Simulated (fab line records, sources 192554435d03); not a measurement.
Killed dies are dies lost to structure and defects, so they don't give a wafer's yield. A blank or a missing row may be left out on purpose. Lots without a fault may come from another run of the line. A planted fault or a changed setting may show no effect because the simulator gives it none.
Problem report in the 8D (eight disciplines) form, filled by code | flow n5_finfet | the parts of the form that need people (team, actions taken, sign-off) are left out

1. THE PROBLEM
spin_speed_rpm at N5_BEOL_M3_COAT_05 reads a mean of 1436.9 rpm on 6 wafers of 2 lots; wafers without a fault read 1499.9 rpm with a standard deviation of 0.84. That is -75 standard deviations from the usual mean.
The step: resist thk 30 nm.
First seen on wafer L271.1, day 11 17:16, on litho_track-02. The record holds 12 wafers of 4 lots with a number at this step. Rule for "out", or "out of limits": more than 4 standard deviations from the usual mean. The other wafers with a number count as sound.

2. WHAT IT IS AND WHAT IT IS NOT
question                    | is                     | is not
which readings at this step | spin_speed_rpm         | -
which lots                  | L271, L272             | L258, L274
which wafers of those lots  | all that have a number | -
read on which tools         | litho_track-02         | litho_track-04
when                        | from day 11 17:16      | up to then (3 sound wafers); but 3 sound wafers of L274 came after

3. SUSPECTS, AND WHAT RULES EACH OUT
Counting: a tool at a process step up to the reading stays a suspect if it ran every lot that is out and no sound lot after the first of them.
- litho_track-02 at N5_BEOL_M3_COAT_05 (resist thk 30 nm): kept. It ran every lot that is out, first L271 (day 11 17:16), and no sound lot after that; its last sound lot up to then is L258 (day 8 05:16). Its own readings are out on those wafers: spin_speed_rpm.
Left after counting: litho_track-02 at N5_BEOL_M3_COAT_05.

4. THE CAUSE (what the simulator had put in)
Process parameter drift: litho_track-02, from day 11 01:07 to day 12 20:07, at N5_BEOL_M3_COAT_05. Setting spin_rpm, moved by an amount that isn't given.
Counting left only this tool.

5. THE CHAIN OF EFFECTS, in route order
Each row: a reading whose mean over the struck wafers that have a number lies more than 3 standard deviations from the usual. Only readings for which the record gives a usual standard deviation are gone through. hours: the time from each lot's start at the first step in this table that gives one to its start at this step, as a median over the lots. sigmas: the change in usual standard deviations.
hours | step               | reading        | usual      | on struck wafers | change | sigmas
0     | N5_BEOL_M3_COAT_05 | spin_speed_rpm | 1499.9 rpm | 1436.9           | -63.0  | -75
The process steps in it:
- N5_BEOL_M3_COAT_05: resist thk 30 nm.
Later measuring or inspecting steps at which every struck wafer that the step has a row for has a number for every such reading, and none has moved that far: N5_BEOL_M4_RC_MEAS_101.

6. WHAT WOULD HAVE CAUGHT IT SOONER
In this record the first reading out of limits was taken at day 11 17:16, 16 hours after the fault began at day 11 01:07.
